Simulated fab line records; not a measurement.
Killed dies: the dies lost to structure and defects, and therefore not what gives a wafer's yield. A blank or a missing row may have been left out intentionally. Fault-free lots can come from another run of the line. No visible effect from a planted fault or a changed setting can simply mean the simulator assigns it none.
fab line records	flow n5-finfet
record lots=8	wafers=24	last-day=18
route steps=1938 shown MOL_CONTACT_COAG@586 BEOL_M4@1111 PASSIVATION@1936
lots untouched by any fault: they come from a run of this same line in which no faults occurred
start-h: start of the lot's first displayed wafer, in hours after the record's first day	wait-h: hours since the lot's step before	" identical to the entry in the row above	L1.1+2: a single row standing in for several wafers	- no value present, or no start provided	* or withheld: withheld	< > ~ a bound
route shown NAME@n: names a module that has steps shown in the file, with the first one's number in the route	usual: the fault-free wafers' mean and standard deviation	same: alike in all rows	chamber/n: place in a boat	sites: each site's reading	_std_site: the standard deviation of these	_edge_site: outer sites' mean less inner sites'	radius-mm: for every site, how far away it sits from the centre of the wafer	mask NAME#n: copy n	behind: the last tool/chamber to shape the wafer	hold: what put the lot on hold/how long, in hours/how the hold closed	device: which transistor (n, p or np) failed to switch	end of line: tests run on the same wafers once the route is complete	a step with no rows: only its recipe	killed: count of dies lost to structure and defects at first sort (not the wafer's yield)	map: the dies of a wafer, with x for killed, . for not killed, _ for no die there
set.NAME: the setting that was run; set.NAME@STEP: the one run at that earlier step	model.NAME: the simulator's own value behind a step, which no gauge read
one table for each step of the route and one row for each wafer, over a sample of lots
services: when a tool's chamber went out of use (start-h, in hours from the record's first day, below 0 if earlier), for how many hours, and the reason
## steps
# step N5_MOL_CONTACT_COAG_VIA_ETCH_46
# recipe chemistry=C4F6/O2	target-depth-a=460	overetch-a=92	mask-material=SOC	target=SiO2	bias-w=455	pressure-mtorr=10	time-s=40	source-w=325	Ar_flow_sccm=300	C4F6_flow_sccm=10	O2_flow_sccm=10	ion-energy-ev=575.3	ends=end-point
# usual bias-w=454.9/1.2	drypump-motor-current-A=5.7/0.42	oes-product-au=0.68/0.08	rf-fwd-power-W=322.6/1	rf-vpp-V=1575/36	showerhead-plenum-p-Torr=2.78/0.093	throttle-valve-pct=40.5/0.6
lot.wafer	tool	chamber	start-h	wait-h	bias-w	drypump-motor-current-A	oes-product-au	rf-fwd-power-W	rf-hours-counter-h	rf-vpp-V	showerhead-plenum-p-Torr	throttle-valve-pct
L473.3	rie-diel-04	3	100.70	0.0	454.9	5.3	0.84	322.4	5	1570	2.82	40.1
L473.5	"	3	"	"	453.8	5.3	0.85	322.1	-	1572	2.82	40.1
L473.6	"	0	"	"	455.4	5.6	0.64	322.9	-	1560	2.73	40.9
L475.1	rie-diel-04	1	109.34	0.0	455.6	5.3	0.66	322.8	164	1558	2.71	39.5
L475.4	"	0	"	"	456.0	5.6	0.63	321.5	215	1560	2.73	40.8
L475.5	"	3	"	"	454.6	5.4	0.86	323.7	-	1570	2.81	40.1
L480.1	rie-diel-05	0	143.51	0.0	455.7	5.7	0.62	321.7	228	1612	2.71	41.3
L480.2	"	1	"	"	453.2	6.0	0.77	322.0	30	1570	2.80	41.2
L480.5	"	1	"	"	455.2	6.0	0.79	322.1	-	1569	2.80	41.3
L483.2	rie-diel-04	0	157.70	0.0	454.0	5.6	0.61	323.4	232	1558	2.72	40.8
L483.3	"	1	"	"	454.4	5.3	0.66	323.6	180	1558	2.70	39.5
L483.4	"	3	"	"	455.3	5.3	0.81	324.4	25	1572	2.81	40.1
L489.3	rie-diel-06	1	196.48	0.0	453.7	6.0	0.62	323.9	243	1592	2.77	40.6
L489.4	"	1	"	"	453.6	6.0	0.61	322.9	-	1593	2.77	40.6
L489.6	"	2	"	"	455.5	5.4	0.64	320.9	-	1632	2.67	39.9
L490.1	rie-diel-06	3	201.19	0.0	453.0	6.5	0.75	326.0	62	1508	2.73	40.2
L490.5	"	1	"	"	453.5	6.0	0.61	321.3	-	1593	2.77	40.6
L490.6	"	2	"	"	455.2	5.5	0.63	322.5	-	1633	2.67	39.9
L491.1	rie-diel-04	2	209.11	0.0	455.1	5.8	0.65	322.4	190	1551	2.92	40.9
L491.3	"	3	"	"	457.1	5.4	0.78	322.0	-	1569	2.80	40.1
L491.4	"	2	"	"	454.3	5.8	0.66	320.4	-	1551	2.92	40.9
L496.1	rie-diel-06	0	241.57	0.0	454.2	6.6	0.84	322.4	5	1565	2.81	40.7
L496.5	"	3	"	"	453.2	6.5	0.74	323.8	-	1506	2.72	40.2
L496.6	"	2	"	"	456.1	5.4	0.63	323.5	-	1631	2.66	40.0
# step N5_MOL_CONTACT_COAG_ALD_133
# recipe material=SiO2	target-thk-a=50	temp-c=100	ald-precursor-family=BDEAS	ald-co-reactant=O2-plasma	pulse-time-s=1	co-reactant-pulse-time-s=1	purge-time-s=2	co-reactant-purge-time-s=2	ald-cycles=35	pressure-torr=2
# usual ald-cycles=35/0	heater-power-w=79/7.5	precursor-pulse-height-rel=0.999/0.017
lot.wafer	tool	chamber	start-h	wait-h	ald-cycles	heater-power-w	precursor-pulse-height-rel
L473.3	ald-sin-02	2	101.64	0.1	35	83	0.999
L473.5	"	3	"	"	35	81	0.993
L473.6	"	0	"	"	35	68	0.974
L475.1	ald-sin-02	0	110.29	0.1	35	67	1.031
L475.4	"	1	"	"	35	78	0.990
L475.5	"	3	"	"	35	83	1.004
L480.1	ald-sin-01	1	144.57	0.1	35	68	1.025
L480.2	"	2	"	"	35	85	1.000
L480.5	"	2	"	"	35	88	0.970
L483.2	ald-sin-02	2	158.80	0.1	35	82	0.998
L483.3	"	3	"	"	35	80	0.995
L483.4	"	0	"	"	35	67	0.990
L489.3	ald-sin-01	0	197.39	0.1	35	68	1.008
L489.4	"	3	"	"	35	67	1.000
L489.6	"	3	"	"	35	70	1.040
L490.1	ald-sin-02	2	202.24	0.1	35	81	1.004
L490.5	"	1	"	"	35	79	0.994
L490.6	"	0	"	"	47	67	0.997
L491.1	ald-sin-02	0	210.60	0.1	35	69	0.964
L491.3	"	2	"	"	47	81	1.001
L491.4	"	2	"	"	35	82	0.993
L496.1	ald-sin-01	0	242.71	0.1	35	69	0.981
L496.5	"	3	"	"	35	69	1.016
L496.6	"	0	"	"	35	69	1.014
# step N5_MOL_CONTACT_COAG_ETCHBACK_136
# recipe chemistry=CHF3	target=SiO2	target-depth-a=250	time-s=16.7	ion-energy-ev=200	pressure-mtorr=30	source-w=610	bias-w=170	Ar_flow_sccm=200	CHF3_flow_sccm=50
# usual bias-w=170.0/0.48	drypump-motor-current-A=5.7/0.44	oes-product-au=0.76/0.094	rf-fwd-power-W=597.7/2.8	rf-vpp-V=519/12	showerhead-plenum-p-Torr=2.34/0.084	throttle-valve-pct=18.68/0.25
lot.wafer	tool	chamber	start-h	wait-h	bias-w	drypump-motor-current-A	oes-product-au	rf-fwd-power-W	rf-hours-counter-h	rf-vpp-V	showerhead-plenum-p-Torr	throttle-valve-pct
L473.3	rie-diel-05	0	101.95	0.0	169.3	5.7	0.71	593.5	212	531	2.27	18.90
L473.5	"	2	"	"	169.9	5.1	0.72	599.4	-	521	2.49	18.64
L473.6	"	3	"	"	169.4	5.6	0.67	597.1	-	504	2.37	19.06
L475.1	rie-diel-04	2	110.60	0.0	169.5	5.8	0.74	593.0	158	512	2.46	18.76
L475.4	"	3	"	"	170.5	5.3	0.94	601.1	8	519	2.36	18.35
L475.5	"	3	"	"	169.7	5.4	0.95	602.3	-	520	2.36	18.34
L480.1	rie-diel-05	1	144.91	0.0	169.8	6.1	0.88	596.8	31	518	2.35	18.43
L480.2	"	0	"	"	170.1	5.7	0.70	597.7	229	533	2.26	18.94
L480.5	"	1	"	"	170.2	6.1	0.89	595.0	-	519	2.35	18.43
L483.2	rie-diel-06	2	159.13	0.0	170.0	5.4	0.73	597.4	190	542	2.24	18.67
L483.3	"	3	"	"	169.6	6.5	0.90	603.1	47	496	2.29	18.39
L483.4	"	0	"	"	169.3	6.6	0.70	599.5	237	515	2.36	19.09
L489.3	rie-diel-06	3	197.69	0.0	170.0	6.5	0.87	602.8	60	497	2.28	18.42
L489.4	"	1	"	"	169.9	6.0	0.69	600.8	-	525	2.32	19.00
L489.6	"	3	"	"	169.8	6.5	0.86	601.2	-	497	2.28	18.42
L490.1	rie-diel-05	1	202.54	0.0	170.5	6.1	0.84	598.7	52	520	2.34	18.47
L490.5	"	1	"	"	170.7	6.0	0.85	598.0	-	519	2.34	18.48
L490.6	"	2	"	"	169.4	5.1	0.69	600.8	-	520	2.48	18.73
L491.1	rie-diel-06	3	210.91	0.0	170.4	6.5	0.87	601.1	66	495	2.28	18.43
L491.3	"	1	"	"	169.7	6.0	0.69	595.3	249	527	2.32	18.98
L491.4	"	1	"	"	170.3	6.0	0.70	598.7	-	526	2.32	19.00
L496.1	rie-diel-04	3	243.15	0.0	170.0	5.3	0.86	605.8	61	518	2.34	18.45
L496.5	"	2	"	"	170.7	5.8	0.71	594.4	-	510	2.44	18.85
L496.6	"	3	"	"	170.9	5.3	0.85	600.2	-	518	2.34	18.44
# step N5_MOL_CONTACT_COAG_STRIP_72
# recipe chemistry=N2/H2	power-w=450	temp-c=40	pressure-mtorr=20	rf-frequency-hz=6e+07	overash-fraction=3	bias-power-w=7	h2-frac=0.5	n2-flow-sccm=200	h2-flow-sccm=200
# usual drypump-motor-current-A=5.7/0.44	oes-product-au=0.76/0.092	rf-vpp-V=59.2/1.9	showerhead-plenum-p-Torr=2.50/0.087	throttle-valve-pct=23.6/0.37
lot.wafer	tool	chamber	start-h	wait-h	drypump-motor-current-A	oes-product-au	rf-hours-counter-h	rf-vpp-V	showerhead-plenum-p-Torr	throttle-valve-pct
L473.3	rie-diel-05	0	102.10	0.0	5.7	0.70	212	61.2	2.39	23.5
L473.5	"	2	"	"	5.1	0.72	-	58.9	2.64	23.5
L473.6	"	3	"	"	5.6	0.69	-	60.5	2.52	24.4
L475.1	rie-diel-04	2	110.75	0.0	5.8	0.74	158	58.4	2.65	23.9
L475.4	"	3	"	"	5.4	0.93	8	57.6	2.49	22.9
L475.5	"	3	"	"	5.3	0.93	-	57.8	2.49	22.9
L480.1	rie-diel-05	1	145.07	0.0	6.1	0.90	31	58.1	2.51	23.6
L480.2	"	0	"	"	5.8	0.69	229	57.2	2.38	23.4
L480.5	"	1	"	"	6.1	0.91	-	55.9	2.51	23.6
L483.2	rie-diel-06	2	159.29	0.0	5.5	0.71	191	60.0	2.44	24.0
L483.3	"	3	"	"	6.5	0.87	47	58.9	2.48	23.6
L483.4	"	0	"	"	6.7	0.69	237	60.0	2.48	23.7
L489.3	rie-diel-06	3	197.85	0.0	6.5	0.85	60	57.9	2.47	23.6
L489.4	"	1	"	"	6.0	0.69	-	57.1	2.50	23.9
L489.6	"	3	"	"	6.5	0.87	-	60.4	2.47	23.5
L490.1	rie-diel-05	1	202.70	0.0	6.1	0.84	52	59.1	2.50	23.7
L490.5	"	1	"	"	6.1	0.84	-	60.9	2.50	23.7
L490.6	"	2	"	"	5.1	0.70	-	61.0	2.63	23.5
L491.1	rie-diel-06	3	211.07	0.0	6.5	0.84	66	60.9	2.47	23.7
L491.3	"	1	"	"	6.0	0.69	249	58.0	2.49	23.9
L491.4	"	1	"	"	6.0	0.68	-	58.8	2.49	23.9
L496.1	rie-diel-04	3	243.31	0.0	5.3	0.83	61	58.7	2.46	23.0
L496.5	"	2	"	"	5.8	0.70	-	60.2	2.63	24.0
L496.6	"	3	"	"	5.3	0.83	-	60.6	2.46	22.9
# step N5_BEOL_M4_RC_MEAS_101
# usual DIBL_N=36.0/2.5	DIBL_P=36.7/3	IOFF_N=0.16/0.043	IOFF_P=0.21/0.049	ION_N=673/15	ION_P=461/9.8	SS_N=71.5/0.83	SS_P=73.4/0.83	VT_N=250/4	VT_P=-251/4
lot.wafer	tool	chamber	start-h	wait-h	DIBL_N[mV/V]	DIBL_P[mV/V]	IOFF_N[nA/um]	IOFF_P[nA/um]	ION_N[uA/um]	ION_P[uA/um]	SS_N[mV/dec]	SS_P[mV/dec]	VT_N[mV]	VT_P[mV]
L473.3	prober-01	0	161.37	0.3	32.1	33.7	0.12	0.18	657	456	70.5	72.6	254	-254
L473.5	"	0	"	"	33.0	33.8	0.14	0.18	671	459	71.7	72.8	254	-254
L473.6	"	0	"	"	31.8	33.3	0.12	0.17	663	459	70.7	72.1	252	-250
L475.1	prober-02	0	180.56	0.0	36.6	37.3	0.18	0.19	697	468	71.9	74.1	248	-254
L475.4	"	0	"	"	38.3	38.7	0.20	0.22	686	459	72.2	74.5	247	-251
L475.5	"	0	"	"	34.3	34.4	0.13	0.16	676	463	70.9	73.0	254	-255
L480.1	prober-02	0	212.67	0.0	30.3	32.5	0.10	0.14	645	441	71.2	71.8	256	-257
L480.2	"	0	"	"	31.6	34.5	0.12	0.16	651	453	70.9	72.6	252	-254
L480.5	"	0	"	"	36.3	39.7	0.23	0.26	681	464	73.6	73.7	244	-246
L483.2	prober-02	0	220.05	0.2	39.1	38.4	0.18	0.22	668	457	72.7	74.4	251	-251
L483.3	"	0	"	"	37.2	37.8	0.15	0.21	665	455	71.9	73.5	251	-252
L483.4	"	0	"	"	34.3	34.9	0.12	0.18	651	456	70.4	73.3	254	-255
L489.3	prober-01	0	270.19	0.3	34.1	34.3	0.12	0.15	682	458	70.1	72.9	251	-257
L489.4	"	0	"	"	37.5	37.5	0.18	0.20	693	462	72.1	74.3	249	-252
L489.6	"	0	"	"	33.7	34.6	0.12	0.17	666	460	71.0	73.0	253	-252
L490.1	prober-02	0	276.94	0.0	34.9	36.0	0.14	0.22	666	462	70.3	73.1	251	-247
L490.5	"	0	"	"	37.1	38.8	0.17	0.26	672	469	71.8	73.2	248	-246
L491.1	prober-02	0	296.13	0.0	34.8	37.1	0.16	0.19	679	462	71.5	73.4	248	-252
L491.4	"	0	"	"	27.6	28.4	0.07	0.11	649	455	69.4	71.7	258	-257
L496.1	prober-01	0	325.33	0.0	35.6	36.6	0.14	0.17	672	454	71.1	72.9	252	-256
L496.5	"	0	"	"	37.2	38.3	0.17	0.19	683	463	71.8	73.6	251	-254
L496.6	"	0	"	"	35.3	36.1	0.13	0.16	650	445	70.9	73.2	254	-258
# step N5_PASSIVATION_PROBE_49
# usual defect-limited-yield=91.1/1.5	killed_at_M0_to_M3=37/11	killed_at_M4_up=13/5.6	killed-at-contacts=12/5.6	killed-at-front-end=39/11	killed-at-other=4/3.1	killed-dies=105/18	killed-on-rim=14/3.8	killed-open=69/13	killed-short=35/7.4	sort_bin_5_function=5.1/0.92	sort_bin_6_memory=3.4/0.76	sort_bin_8_speed=0.02/0.11	sort-n-pass=1075/18	sort-yield-pct=91.1/1.5
# same gross-dies=1180	killed-at-back-side=0	sort_bin_4_leakage[%]=0
lot.wafer	tool	chamber	start-h	wait-h	defect-limited-yield[%]	killed_at_M0_to_M3	killed_at_M4_up	killed-at-contacts	killed-at-front-end	killed-at-other	killed-dies	killed-on-rim	killed-open	killed-short	sort_bin_5_function[%]	sort_bin_6_memory[%]	sort_bin_8_speed[%]	sort-n-pass	sort-yield-pct[%]
L490.1	prober-02	-	395.17	0.0	90.8	20	11	18	55	4	108	19	74	34	5.3	3.6	0	1072	90.8
L490.5	prober-02	-	395.37	0.2	92.0	27	11	4	49	3	94	16	65	29	4.2	3.5	0	1086	92.0
L490.6	prober-02	-	395.42	0.3	9.9	35	15	964	47	2	1063	130	73	32	86.5	3.5	0	117	9.9
L491.1	prober-02	-	410.03	0.0	92.8	25	10	13	33	4	85	11	53	30	5.0	1.9	0	1095	92.8
L491.3	prober-02	-	410.13	0.1	10.8	33	20	961	38	1	1053	130	70	38	84.7	4.2	0	127	10.8
L491.4	prober-02	-	410.18	0.2	92.8	22	13	8	40	2	85	13	58	26	4.2	2.8	0	1095	92.8
# killed by level:class
L490.1 FIN_SAQP:geometric-particle:open=23 FIN_SAQP:geometric-particle:short=13 MOL_CONTACT_COAG:geometric-particle:open=13 BEOL_M0_SAQP:geometric-particle:short=8 STI_FIN_REVEAL:geometric-particle:open=5 MOL_CONTACT_COAG:geometric-particle:short=5 BEOL_M2:geometric-particle:open=4 BEOL_M8:geometric-particle:open=4
L490.5 FIN_SAQP:geometric-particle:open=18 STI_FIN_REVEAL:geometric-particle:open=8 BEOL_M0_SAQP:geometric-particle:short=7 BEOL_M0_SAQP:geometric-particle:open=7 FIN_SAQP:geometric-particle:short=6 GATE_CUT:geometric-particle:short=5 BEOL_M1:geometric-particle:open=4 BEOL_M2:geometric-particle:open=4
L490.6 MOL_CONTACT_COAG:area-ald=957 BEOL_M0_SAQP:geometric-particle:open=15 FIN_SAQP:geometric-particle:open=13 BEOL_M0_SAQP:geometric-particle:short=8 GATE_CUT:geometric-particle:short=7 GATE_CUT:geometric-particle:open=7 MOL_CONTACT_COAG:geometric-particle:open=6 STI_FIN_REVEAL:geometric-particle:open=5
L491.1 MOL_CONTACT_COAG:geometric-particle:open=12 FIN_SAQP:geometric-particle:open=8 STI_FIN_REVEAL:geometric-particle:open=7 GATE_CUT:geometric-particle:short=7 BEOL_M1:geometric-particle:open=5 BEOL_M3:geometric-particle:open=4 BEOL_M2:geometric-particle:short=4 BEOL_M1:geometric-particle:short=3
L491.3 MOL_CONTACT_COAG:area-ald=942 MOL_CONTACT_COAG:geometric-particle:open=16 FIN_SAQP:geometric-particle:open=9 FIN_SAQP:geometric-particle:short=8 BEOL_M3:geometric-particle:open=8 BEOL_M4:geometric-particle:open=6 BEOL_M0_SAQP:geometric-particle:open=5 BEOL_M2:geometric-particle:short=4
L491.4 GATE_CUT:geometric-particle:open=9 MOL_CONTACT_COAG:geometric-particle:open=8 FIN_SAQP:geometric-particle:open=7 BEOL_M3:geometric-particle:open=6 GATE_CUT:geometric-particle:short=6 BEOL_M1:geometric-particle:short=6 BEOL_M4:geometric-particle:open=6 FIN_SAQP:geometric-particle:short=5
## services
tool	chamber	start-h	hours	kind
ald-sin-01	-	85.25	14.0	pm
rie-diel-05	2	90.55	4.2	repair
rie-diel-06	0	107.86	29.5	repair
rie-diel-05	2	112.56	7.4	repair
rie-diel-04	2	130.36	10.1	repair
rie-diel-05	3	134.08	65.0	repair
ald-sin-01	-	145.61	14.6	pm
ald-sin-02	2	161.86	7.6	repair
ald-sin-01	0	163.64	3.5	repair
rie-diel-05	1	183.09	9.7	repair
rie-diel-06	0	194.55	-	clean
rie-diel-06	0	194.55	-	consumable-replace:focus-ring
rie-diel-06	0	194.55	34.3	scheduled-down
rie-diel-06	0	194.55	34.3	vent-cycle
ald-sin-01	3	199.85	8.9	repair
ald-sin-02	3	202.23	16.0	repair
rie-diel-04	0	205.22	-	clean
rie-diel-05	3	209.61	4.5	repair
rie-diel-05	0	223.81	5.5	repair
rie-diel-06	1	228.90	-	clean
rie-diel-06	1	228.90	-	consumable-replace:focus-ring
rie-diel-06	1	228.90	14.3	scheduled-down
rie-diel-06	1	228.90	14.3	vent-cycle
ald-sin-01	0	234.37	8.1	repair
## key
first-sign step=N5_MOL_CONTACT_COAG_ALD_133	reading=ald-cycles	direction=up	sigmas=99+	usual=*	struck=*
effect step=N5_PASSIVATION_PROBE_49	reading=killed-at-contacts	direction=up	sigmas=99+	usual=12	struck=962
more-kills-born-at N5_MOL_CONTACT_COAG_ALD_133@ald-sin-02=1899
met-at N5_MOL_CONTACT_COAG_ALD_133
struck-lots L490,L491
struck-wafers L490.6,L491.3
later-rows-left-out L490.6,L491.3
not-acting-at N5_MOL_CONTACT_COAG_VIA_ETCH_46,N5_MOL_CONTACT_COAG_ETCHBACK_136,N5_MOL_CONTACT_COAG_STRIP_72
onset-between 158.80 202.24
fault kind=process-parameter-drift	tool=ald-sin-02	chamber=-	onset-h=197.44	steps=N5_MOL_CONTACT_COAG_ALD_133	channel=ald-cycles	offset=*	shape=step	end-h=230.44	scope=struck-wafers-only	acts-in=*	stated=*
# later-rows-left-out: the simulator's readings of these wafers behind a module that went badly wrong aren't trusted and aren't shown, but for the sort
